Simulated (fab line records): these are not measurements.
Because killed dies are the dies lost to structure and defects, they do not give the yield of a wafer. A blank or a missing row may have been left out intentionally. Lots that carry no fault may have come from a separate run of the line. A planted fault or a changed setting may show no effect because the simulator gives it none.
Chamber matching || flow n5-finfet || rie-diel-04 running N5_FIN_CUT_DESCUM_13: 4 sister chambers
The step chemistry O2, time 7 s. 8 wafers are shown with their chamber, then 9 later ones without.

## WAFERS PAIRED WITH THEIR CHAMBERS
{"wafer": "L083.5", "chamber": 2, "drypump-motor-current-A (A)": 6.4, "showerhead-plenum-p-Torr (Torr)": 2.14}
{"wafer": "L084.2", "chamber": 1, "drypump-motor-current-A (A)": 5.4, "showerhead-plenum-p-Torr (Torr)": 2.04}
{"wafer": "L084.5", "chamber": 1, "drypump-motor-current-A (A)": 5.3, "showerhead-plenum-p-Torr (Torr)": 2.04}
{"wafer": "L087.2", "chamber": 2, "drypump-motor-current-A (A)": 6.4, "showerhead-plenum-p-Torr (Torr)": 2.14}
{"wafer": "L087.5", "chamber": 0, "drypump-motor-current-A (A)": 5.9, "showerhead-plenum-p-Torr (Torr)": 2.13}
{"wafer": "L091.3", "chamber": 3, "drypump-motor-current-A (A)": 5.7, "showerhead-plenum-p-Torr (Torr)": 2.11}
{"wafer": "L091.4", "chamber": 3, "drypump-motor-current-A (A)": 5.7, "showerhead-plenum-p-Torr (Torr)": 2.12}
{"wafer": "L091.6", "chamber": 0, "drypump-motor-current-A (A)": 5.9, "showerhead-plenum-p-Torr (Torr)": 2.13}

## WAFERS WITH NO CHAMBER GIVEN
{"wafer": "L093.3", "drypump-motor-current-A (A)": 5.7, "showerhead-plenum-p-Torr (Torr)": 2.11}
{"wafer": "L093.4", "drypump-motor-current-A (A)": 5.9, "showerhead-plenum-p-Torr (Torr)": 2.13}
{"wafer": "L093.6", "drypump-motor-current-A (A)": 5.4, "showerhead-plenum-p-Torr (Torr)": 2.04}
{"wafer": "L095.2", "drypump-motor-current-A (A)": 5.3, "showerhead-plenum-p-Torr (Torr)": 2.04}
{"wafer": "L095.4", "drypump-motor-current-A (A)": 5.9, "showerhead-plenum-p-Torr (Torr)": 2.13}
{"wafer": "L095.6", "drypump-motor-current-A (A)": 5.7, "showerhead-plenum-p-Torr (Torr)": 2.11}
{"wafer": "L096.1", "drypump-motor-current-A (A)": 5.3, "showerhead-plenum-p-Torr (Torr)": 2.04}
{"wafer": "L096.5", "drypump-motor-current-A (A)": 5.4, "showerhead-plenum-p-Torr (Torr)": 2.04}
{"wafer": "L096.6", "drypump-motor-current-A (A)": 6.4, "showerhead-plenum-p-Torr (Torr)": 2.13}

## THE CHAMBER EACH PASSED THROUGH
{"wafer": "L093.3", "from the rows above": 3, "in truth": 3}
{"wafer": "L093.4", "from the rows above": 0, "in truth": 0}
{"wafer": "L093.6", "from the rows above": 1, "in truth": 1}
{"wafer": "L095.2", "from the rows above": 1, "in truth": 1}
{"wafer": "L095.4", "from the rows above": 0, "in truth": 0}
{"wafer": "L095.6", "from the rows above": 3, "in truth": 3}
{"wafer": "L096.1", "from the rows above": 1, "in truth": 1}
{"wafer": "L096.5", "from the rows above": 1, "in truth": 1}
{"wafer": "L096.6", "from the rows above": 2, "in truth": 2}
Correctly placed: 9 of 9. Left unplaced by these rows: 0. Placed wrongly: 0.
How it was worked out, from the rows above alone: a wafer's distance from a chamber is the root of the sum, over the readings, of the square of ((its reading less the chamber's mean) divided by the reading's scatter). If the next closest chamber is less than 2 further off than the closest, the wafer can't be placed; otherwise it belongs to the closest. Each chamber's mean is taken over the wafers shown for it. How the scatter is found: for the shown wafers, subtract from each reading the mean of its chamber, square and add these, divide the total by (wafers less chambers), then take the root.
